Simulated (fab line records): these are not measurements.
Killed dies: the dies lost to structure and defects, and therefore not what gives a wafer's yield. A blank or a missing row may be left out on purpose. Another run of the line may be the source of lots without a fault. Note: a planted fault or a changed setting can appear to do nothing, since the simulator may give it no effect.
Split-lot experiment    flow n5Finfet    39 wafers read from 7 lots, route of 1938 steps

== THE SPLIT ==
At N5_MOL_CONTACT_COAG_ALD_133 (deposits SiO2, target thk 5 nm, pulse time 1 s, co reactant pulse time 1 s), the setting aldCycles was moved away from the recipe's 35 on 15 of the 39 wafers read, by -17.1% to +8.6%. The other wafers ran this setting at the recipe's value.

Reading taken at the split's own step.

== THE READING ==
SiO2_of_MOL_CONTACT_COAG_ALD_133.thkNm (the simulator's own value, which no gauge read), in nm, at N5_MOL_CONTACT_COAG_ALD_133 (deposits SiO2, target thk 5 nm, pulse time 1 s, co reactant pulse time 1 s). There is no usual value for it anywhere in the file.

wafer   tool, chamber at the split  aldCycles as run  against the recipe  SiO2_of_MOL_CONTACT_COAG_ALD_133.thkNm, nm  against lot-mates on the recipe
L075.2  aldSin-03, 2,1,2            35                recipe              5                                           -
L075.5  aldSin-03, 2,1,2            35                recipe              5                                           -
L075.6  aldSin-03, 2,1,2            35                recipe              5                                           -
L074.1  aldSin-02, 1,3,2,1,3,2      35                recipe              5                                           -
L074.2  aldSin-02, 1,3,2,1,3,2      35                recipe              5                                           -
L074.3  aldSin-02, 1,3,2,1,3,2      35                recipe              5                                           -
L074.4  aldSin-02, 1,3,2,1,3,2      35                recipe              5                                           -
L074.5  aldSin-02, 1,3,2,1,3,2      35                recipe              5                                           -
L074.6  aldSin-02, 1,3,2,1,3,2      35                recipe              5                                           -
L085.1  aldSin-02, 3,2,0            37                +5.7%               5.2                                         +0.2
L085.2  aldSin-02, 3,2,0            37                +5.7%               5.2                                         +0.2
L085.6  aldSin-02, 3,2,0            37                +5.7%               5.2                                         +0.2
L085.3  aldSin-02, 1,0,3            35                recipe              5                                           -
L085.4  aldSin-02, 1,0,3            35                recipe              5                                           -
L085.5  aldSin-02, 1,0,3            35                recipe              5                                           -
L086.1  aldSin-03, 2,1,2            35                recipe              5                                           -
L086.3  aldSin-03, 2,1,2            35                recipe              5                                           -
L086.6  aldSin-03, 2,1,2            35                recipe              5                                           -
L086.2  aldSin-03, 3,0,1            38                +8.6%               5.4                                         +0.4
L086.4  aldSin-03, 3,0,1            38                +8.6%               5.4                                         +0.4
L086.5  aldSin-03, 3,0,1            38                +8.6%               5.4                                         +0.4
L088.1  aldSin-03, 3,0,1            35                recipe              5                                           -
L088.3  aldSin-03, 3,0,1            35                recipe              5                                           -
L088.4  aldSin-03, 3,0,1            35                recipe              5                                           -
L088.2  aldSin-03, 2,2,3            32                -8.6%               4.6                                         -0.4
L088.5  aldSin-03, 2,2,3            32                -8.6%               4.6                                         -0.4
L088.6  aldSin-03, 2,2,3            32                -8.6%               4.6                                         -0.4
L096.1  aldSin-01, 0,3,3            32                -8.6%               4.6                                         -0.4
L096.2  aldSin-01, 0,3,3            32                -8.6%               4.6                                         -0.4
L096.6  aldSin-01, 0,3,3            32                -8.6%               4.6                                         -0.4
L096.3  aldSin-01, 2,1,2            35                recipe              5                                           -
L096.4  aldSin-01, 2,1,2            35                recipe              5                                           -
L096.5  aldSin-01, 2,1,2            35                recipe              5                                           -
L097.1  aldSin-02, 0,3,2            35                recipe              5                                           -
L097.4  aldSin-02, 0,3,2            35                recipe              5                                           -
L097.5  aldSin-02, 0,3,2            35                recipe              5                                           -
L097.2  aldSin-02, 2,1,3            29                -17.1%              4.2                                         -0.8
L097.3  aldSin-02, 2,1,3            29                -17.1%              4.2                                         -0.8
L097.6  aldSin-02, 2,1,3            29                -17.1%              4.2                                         -0.8
Where a row lists several chambers, the file gives one row for several wafers and doesn't say which wafer went through which chamber.

FIT RESULTS
A straight line over all 39 wafers: SiO2_of_MOL_CONTACT_COAG_ALD_133.thkNm changes by +0.0457 nm for each +1% of aldCycles; r = +1.00; the points scatter about the line by 0.017 nm.
The same after taking each lot's own level away (the mean of its wafers on the recipe; 39 wafers): +0.0457 nm for each +1%; r = +1.00; scatter 0.017 nm.
The reading moves by 0.78 nm for the largest change in aldCycles, on that fit.
The lots' own levels span 5.00 to 5.00 nm.
The two slopes are in agreement: the lot-to-lot level therefore moves the slope only a little.
Check: with one of the wafers moved furthest among these (-17.1%) left out of the fit, the line predicts -0.788 nm for it against its lot-mates. It came out at -0.8 nm against them.

== OTHER SPLITS ON THESE WAFERS ==
These wafers also went through other splits before the reading. Each is held against what the fit with the lots' levels taken away leaves over:
other split on the same wafers    wafers away from the commonest value  r with SiO2_of_MOL_CONTACT_COAG_ALD_133.thkNm (lot level and that fit taken away)
N5_WELL_APT_IMPLANT_15 energyKev  15                                    +0.12
N5_DUMMY_GATE_EXPOSE_12 doseMj    12                                    +0.12
N5_DUMMY_GATE_ETCH_37 sourceW     12                                    +0.49
N5_GATE_CUT_ALD_22 aldCycles      12                                    +0.19

== FILE'S OWN FIT ==
SiO2_of_MOL_CONTACT_COAG_ALD_133.thkNm changes by +0.046 nm for each +1% of aldCycles, r = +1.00.
